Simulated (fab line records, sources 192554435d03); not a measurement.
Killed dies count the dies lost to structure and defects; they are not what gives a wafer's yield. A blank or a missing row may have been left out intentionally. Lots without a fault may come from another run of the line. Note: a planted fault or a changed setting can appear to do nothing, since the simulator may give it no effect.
Chamber matching ; flow n5_finfet ; 4 sister chambers for N5_BEOL_M2_ETCH_69 on rie_diel-01
The step etches SiARC in CF4, target depth 15.6 nm, time 26 s. 16 wafers are shown with their chamber, then 8 later ones without.

WAFERS WITH THEIR CHAMBER
wafer;chamber;drypump_motor_current_A (A);throttle_valve_pct (%);showerhead_plenum_p_Torr (Torr)
L078.1;1;5.6;15.02;2.19
L078.3;2;5.6;15.40;2.19
L078.4;0;5.7;15.59;2.23
L079.2;1;5.5;15.03;2.19
L079.3;2;5.6;15.41;2.19
L079.4;3;4.8;15.13;2.15
L080.2;3;4.8;15.13;2.15
L080.3;0;5.6;15.59;2.23
L080.4;2;5.6;15.42;2.19
L081.1;2;5.6;15.43;2.19
L081.3;1;5.5;15.03;2.19
L081.6;1;5.5;15.04;2.19
L089.2;1;5.5;15.08;2.18
L089.5;1;5.5;15.06;2.18
L089.6;0;5.7;15.63;2.22
L090.4;1;5.5;15.08;2.18

SIGNATURES, as means of the wafers listed above
reading;chamber 0;chamber 1;chamber 2;chamber 3;scatter within a chamber
drypump_motor_current_A;5.667;5.514;5.600;4.800;0.0356
throttle_valve_pct;15.6033;15.0486;15.4150;15.1300;0.0209
showerhead_plenum_p_Torr;2.2267;2.1857;2.1900;2.1500;0.00445
Rule: for each reading, subtract the chamber's mean from the wafer's reading, divide by that reading's scatter and square the result; add these up over the readings and take the root, which gives the wafer's distance from the chamber. The wafer belongs to the nearest chamber; if the next one is less than 2 further off, it can't be placed. The scatter is the square root of a quotient: the sum, over the shown wafers, of each reading's squared deviation from its chamber's mean, divided by wafers minus chambers.

WAFERS WHOSE CHAMBER IS MISSING
wafer;drypump_motor_current_A (A);throttle_valve_pct (%);showerhead_plenum_p_Torr (Torr)
L090.5;4.8;15.18;2.14
L090.6;5.7;15.62;2.22
L096.1;5.6;15.12;2.17
L096.3;5.6;15.50;2.17
L096.5;5.6;15.67;2.21
L097.2;4.8;15.23;2.14
L097.4;5.6;15.67;2.21
L097.5;5.5;15.12;2.17

THE CHAMBER EACH PASSED THROUGH
wafer;from the rows above;in truth
L090.5;3;3
L090.6;0;0
L096.1;1;1
L096.3;2;2
L096.5;0;0
L097.2;3;3
L097.4;0;0
L097.5;1;1
Correct placement for 8 of the 8. Left unplaced by these rows: 0. Number placed wrongly: 0.
